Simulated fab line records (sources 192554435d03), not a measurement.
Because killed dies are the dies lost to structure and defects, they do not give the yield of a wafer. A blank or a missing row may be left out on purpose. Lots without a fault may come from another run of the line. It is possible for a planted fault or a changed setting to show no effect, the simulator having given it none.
A lot that was struck, set against a sound lot    flow n5 finfet    15 out of 1938 route steps
Sound: the wafers L296.1, L296.5, L296.6. Struck: wafer L306.1 (L306.3, L306.4, from the same lot, were not struck and are left out); the cause is given at the end.
For every step that has rows: the tool of each side, followed by ch and its chambers, followed by its first start. Under that, the readings that differ: sound wafers    struck wafers    difference of the means    sigmas: that difference in standard deviations of wafers without a fault.
alike: readings with means less than 2 such deviations apart, plus words and numbers identical on both sides. not compared: withheld readings, readings lacking a value on some wafer, bounds such as >300 that could conceal the same value, and numbers that have no deviation in the record and whose values overlap.
A row with sigmas, a row that says differs or no value, or rows on one side alone: a step with any of these is where the two part. When numbers do not overlap yet have no deviation, they are printed without sigmas and do not part them. A reading that every wafer of one side lacks parts them only if that side has two wafers or more.

first, 2 steps without rows for these wafers: N5_BEOL_M9_CURE_72 (cures SiCOH lowk, time 120 s); N5_BEOL_M9_DEGAS_44 (time 60 s).
N5_BEOL_M9_PRE_CLEAN_45: time 30 s.
  sound on pvd sputter-02 at day 11 11:19; struck on pvd sputter-01 at day 14 10:28
  alike: heater power w
N5_BEOL_M9_ALD_74: deposits TaN, target thk 2 nm, pulse time 2 s, purge time 3 s.
  sound on ald metal-01 ch 0,2,3, day 11 11:25; struck on ald metal-01 ch 0, day 14 10:32
  alike: heater power w
N5_BEOL_M9_SURFACE_TREAT_79:
  sound on pvd sputter-01 at day 11 11:59; struck on pvd sputter-02 at day 14 10:52
  not compared: throttle valve pct
then, 1 step without rows for these wafers: N5_BEOL_M9_CVD_78 (deposits Co from CCTBA/H2, target thk 2 nm, time 138.9 s).
N5_BEOL_M9_SPUTTER_48: material Cu, target thk 12 nm, time 2 s.
  sound on pvd sputter-01 at day 11 12:49; struck on pvd sputter-02 at day 14 11:19
  alike: chuck sensor temp C, throttle valve pct
then, 2 steps without rows for these wafers: N5_BEOL_M9_ECD_50 (material Cu, target thk 318 nm); N5_BEOL_M9_ANNEAL_51 (time 90 s).
N5_BEOL_M9_CMP_52: polishes, stops on SiCOH lowk, t overpolish 7 s, target thk 140 nm.
  sound on cmp-02 ch 1,2, day 11 13:37; struck on cmp-04 ch 0, day 14 12:36
reading              sound        struck  difference  sigmas
motor current A (A)  5.2 5.4 5.2  7.9     +2.6        +4
  alike: barrier field endpoint s, overpolish run s, time to endpoint s
N5_BEOL_M9_THK_MEAS_53: measures by xrf.
  sound on film metro-01 at day 11 13:54; struck on film metro-02 at day 14 12:53
  alike: M9_THK
then, 1 step without rows for these wafers: N5_BEOL_M9_PRE_CLEAN_55 (time 15 s).
N5_BEOL_M9_DEP_56: deposits SiCN from 3MS/NH3, target thk 15 nm, time 26.5 s.
  sound on pecvd-04 ch 0,2, day 11 13:58; struck on pecvd-04 ch 1, day 14 12:57
reading                                   sound           struck  difference  sigmas
model.SiCN_of_BEOL_M9_DEP_56.thk nm (nm)  14.6 14.8 14.8  19.6    +4.9        
  alike: rf fwd power W, showerhead plenum p Torr, throttle valve pct
N5_BEOL_M9_RS_MEAS_57: measurement is done with a four-point probe.
  sound on film metro-01 at day 11 14:02; struck on film metro-01 at day 14 13:02
  alike: M9_RS
then, 1 step without rows for these wafers: N5_PASSIVATION_PROBE_49.

## WHERE THEY PART
N5_BEOL_M9_CMP_52 only, going by this record. Later steps at which nothing parts them and some readings are alike: N5_BEOL_M9_THK_MEAS_53, N5_BEOL_M9_DEP_56, N5_BEOL_M9_RS_MEAS_57.

WHY: the cause the simulator had injected
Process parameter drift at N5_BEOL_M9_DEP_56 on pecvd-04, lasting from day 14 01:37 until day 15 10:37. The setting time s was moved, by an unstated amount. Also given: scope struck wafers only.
